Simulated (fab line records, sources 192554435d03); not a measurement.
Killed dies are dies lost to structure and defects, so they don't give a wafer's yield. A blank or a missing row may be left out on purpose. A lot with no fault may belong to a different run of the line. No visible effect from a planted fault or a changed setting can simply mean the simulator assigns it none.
Split-lot experiment ; flow n5 finfet ; on a route of 1938 steps: 7 lots, 21 wafers read

== THE SPLIT ITSELF ==
At N5_SD_EPI_P_ETCH_37 (etches SOC in N2/H2, overetch 108 nm, time 486 s), the setting source w was moved away from the recipe's 3000 W on 6 of the 21 wafers read, by -17.5% to +13.5%. All remaining wafers had this setting at the recipe value.

The reading comes from the split's own step.

== THE READING ==
rf vpp V, in V, at N5_SD_EPI_P_ETCH_37 (etches SOC in N2/H2, overetch 108 nm, time 486 s). On this fab line, fault-free wafers typically give 240.7 V with a standard deviation of 1.2 V.

wafer;tool, chamber at the split;source w as run, W;against the recipe;rf vpp V, V;against lot-mates on the recipe
L074.3;rie diel-06, 2;3000;recipe;239.6;-
L074.4;rie diel-06, 3;3140;+4.7%;236.8;-3.4
L074.6;rie diel-06, 0;3000;recipe;240.8;-
L075.2;rie diel-02, 0;3000;recipe;240.3;-
L075.3;rie diel-02, 2;3000;recipe;241.1;-
L075.5;rie diel-02, 0;2476;-17.5%;257.7;+17.0
L083.2;rie diel-06, 2;2600;-13.3%;252.1;+11.1
L083.3;rie diel-06, 1;2600;-13.3%;251.9;+10.9
L083.4;rie diel-06, 0;3000;recipe;241.0;-
L088.2;rie diel-06, 1;3000;recipe;238.6;-
L088.3;rie diel-06, 2;3000;recipe;238.8;-
L088.5;rie diel-06, 1;3000;recipe;241.5;-
L091.3;rie diel-05, 0;3406;+13.5%;231.0;-11.4
L091.4;rie diel-05, 0;3406;+13.5%;231.5;-10.9
L091.5;rie diel-05, 3;3000;recipe;242.4;-
L096.1;rie diel-06, 1;3000;recipe;241.3;-
L096.2;rie diel-06, 3;3000;recipe;239.3;-
L096.3;rie diel-06, 0;3000;recipe;240.4;-
L097.2;rie diel-05, 3;3000;recipe;242.4;-
L097.3;rie diel-05, 1;3000;recipe;240.7;-
L097.4;rie diel-05, 2;3000;recipe;239.9;-

THE FIT
A straight line over all 21 wafers: rf vpp V changes by -0.829 V for each +1% of source w; r = -0.98; the points scatter about the line by 1.3 V.
The same after taking each lot's own level away (the mean of its wafers on the recipe; 21 wafers): -0.864 V for each +1%; r = -0.99; scatter 0.93 V.
On that fit, the largest move of source w shifts the reading by 15 V.
Across the lots, their own levels run from 239.63 to 242.40 V, a range of 2.3 times the standard deviation given above.
So the lot-to-lot level changes the slope little: the two slopes agree.
Check: for one of the wafers moved furthest among these (-17.5%), held out of the fit, the line's prediction against its lot-mates is +14.4 V. Against them it came out at +17 V.
Tool readings at the split's step, against how far the setting was moved: rf vpp V r = -0.98.

== OTHER SPLITS ON THESE WAFERS ==
Before the reading, these wafers also passed through other splits. Each is held against what the fit with the lots' levels taken away leaves over:
other split on the same wafers;wafers away from the commonest value;r with rf vpp V (lot level and that fit taken away)
N5_DUMMY_GATE_EXPOSE_12 dose mj;3;+0.12
N5_SD_EPI_N_ETCH_45 target depth a;9;+0.07
N5_SD_EPI_N_EPI_21 temp c;6;-0.39
N5_SD_EPI_P_PEB_07 peb time s;7;-0.08

== THE WHOLE CHAIN: every reading that the file lists as answering this split, in the file's order ==
step;what it does;reading;change (the file's fit);r (the file's)
N5_SD_EPI_P_ETCH_37;etches SOC in N2/H2, overetch 108 nm, time 486 s;rf vpp V;-0.888 V for each +1% of the setting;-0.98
N5_SD_EPI_P_ETCH_37;etches SOC in N2/H2, overetch 108 nm, time 486 s;SiARC_of_SD_EPI_P_COAT_35.thk nm (the simulator's own value, which no gauge read);-0.127 nm for each +1% of the setting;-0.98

== THE FILE'S OWN FIT ==
rf vpp V changes by -0.888 V for each +1% of source w, r = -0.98.
